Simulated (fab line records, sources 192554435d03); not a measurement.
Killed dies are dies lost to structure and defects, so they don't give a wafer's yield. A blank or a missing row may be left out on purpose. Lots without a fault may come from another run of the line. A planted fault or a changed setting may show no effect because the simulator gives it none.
A struck lot beside a sound one | flow n5_finfet | 23 steps out of a route of 1938
Sound: wafers L261.1, L261.2, L261.4. Struck: wafers L258.1, L258.2, L258.4. The cause comes at the end.
At each step with rows: each side's tool, then ch and its chambers, then its first start. Under that, the readings that differ: sound wafers | struck wafers | difference of the means | sigmas: that difference in standard deviations of wafers without a fault.
alike: readings whose means differ by less than 2 such deviations, and words and numbers that are the same on both sides. not compared: withheld readings, readings that some wafer has no value for, bounds like >300 that may hide the same value, and numbers for which the record gives no deviation and whose values overlap.
The two part at a step that has a row with sigmas, a row that says differs or no value, or rows on one side only. Numbers that don't overlap but have no deviation are shown without sigmas and don't part them. A reading that every wafer of one side lacks parts them only if that side has two wafers or more.

first, 9 steps without rows for these wafers: N5_FIN_SAQP_EBR_12; N5_FIN_SAQP_SOFTBAKE_11 (time 60 s); N5_FIN_SAQP_EXPOSE_13 (exposes mask FIN CORE, target cd 35.6 nm); N5_FIN_SAQP_PEB_14 (peb time 60 s); N5_FIN_SAQP_DEVELOP_15 (develop time 30 s); N5_FIN_SAQP_DESCUM_21 (chemistry O2, time 7.9 s); N5_FIN_SAQP_ETCH_51 (etches SiARC in CF4, target depth 45.5 nm, time 75.8 s); N5_FIN_SAQP_ETCH_52 (etches SOC in N2/H2, target depth 100 nm, overetch 20 nm, time 150 s); N5_FIN_SAQP_STRIP_53 (strips in N2/H2).
N5_FIN_SAQP_HM_OPEN_73: chemistry CHF3/O2, target SiO2, stops on a-Si, target depth 12 nm, time 16.8 s.
  sound on rie_diel-05 ch 0,1,2, day 7 10:56; struck on rie_diel-01 ch 0,1,2, day 6 17:29
  no value came back on the struck wafers for any of 9 readings (CHF3_flow_sccm (sccm), O2_flow_sccm (sccm) and others); on the sound wafers CHF3_flow_sccm (sccm) reads 49.99 49.80 50.20
  reading                                     | sound             | struck           | difference | sigmas
  model.SiARC_of_FIN_SAQP_COAT_50.thk_nm (nm) | 4.415 4.506 6.599 | 29.7 29.36 29.01 | +24.2      |
then, 1 step without rows for these wafers: N5_FIN_SAQP_STRIP_74 (strips in CHF3/O2).
N5_FIN_SAQP_MANDREL_ETCH_22: etches a-Si in HBr/Cl2, stops on SiNx, target depth 60 nm, bt time 10 s, time 30 s.
  sound on rie_si-01 ch 0,2,3, day 7 11:01; struck on rie_si-01 ch 0,1,2, day 6 17:34
  reading               | sound             | struck            | difference | sigmas
  oes_product_au (a.u.) | 0.780 0.764 0.797 | 0.309 0.306 0.317 | -0.470     | -39
  alike: drypump_motor_current_A, he_backside_leak_sccm, mfc_cl2_sccm, throttle_valve_pct
  not compared: rf_hours_counter_h
then, 6 steps without rows for these wafers: N5_FIN_SAQP_STRIP_55 (strips in N2/H2); N5_FIN_SAQP_STRIP_23 (strips in SPM, time 750 s); N5_FIN_SAQP_SRD_66 (time 30 s); N5_FIN_SAQP_RECESS_75 (chemistry HF/NH3, target SiO2, target depth 14.4 nm, afs cycles 3, sublimation time 60 s); N5_FIN_SAQP_SPACER1_ALD_24 (deposits SiO2, target thk 20.3 nm, pulse time 1 s, purge time 2 s); N5_FIN_SAQP_SPACER1_ETCHBACK_25 (etches SiO2 in CHF3/O2, target depth 24.4 nm, time 12.2 s).
N5_FIN_SAQP_MANDREL1_REMOVE_56: chemistry HBr/Cl2/O2, target a-Si, stops on SiNx, bt time 10 s.
  sound on rie_si-03 ch 0,2,3, day 7 12:44; struck on rie_si-03 ch 0,2,3, day 6 19:11
  reading               | sound             | struck            | difference | sigmas
  oes_product_au (a.u.) | 1.005 1.000 0.974 | 0.372 0.370 0.376 | -0.620     | -44
  alike: drypump_motor_current_A, he_backside_leak_sccm, mfc_cl2_sccm, throttle_valve_pct
  not compared: rf_hours_counter_h
N5_FIN_SAQP_CD_MEAS_27: target cd 20 nm.
  sound on cd_sem-01 ch 0, day 7 12:51; struck on cd_sem-01 ch 0, day 6 19:17
  reading    | sound             | struck | difference                    | sigmas
  cd_nm (nm) | 20.66 20.28 20.68 | - - -  | no value on the struck wafers |
then, 1 step without rows for these wafers: N5_FIN_SAQP_ETCH_57 (etches SiNx in CH3F/O2, target depth 32.5 nm, time 46.4 s).
N5_BEOL_M4_RC_MEAS_101:
  the record has rows for the sound wafers here (prober-02 ch 0, day 13 14:50) and none for the struck ones
-- the record jumps here: 11 days lie between the struck wafers' starts before and after (it left off in module BEOL_M4 and takes up again in module PASSIVATION, whose first step shown is number 1936 of the route) --
N5_PASSIVATION_PROBE_49:
  the record has rows for the struck wafers here (prober-01, day 17 07:53) and none for the sound ones

WHERE THEY PART
First at N5_FIN_SAQP_HM_OPEN_73; last, within this record, at N5_PASSIVATION_PROBE_49.

WHY: what the simulator had put in
Skipped step whole: rie_diel-01, from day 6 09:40 on, at N5_FIN_SAQP_HM_OPEN_73. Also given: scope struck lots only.
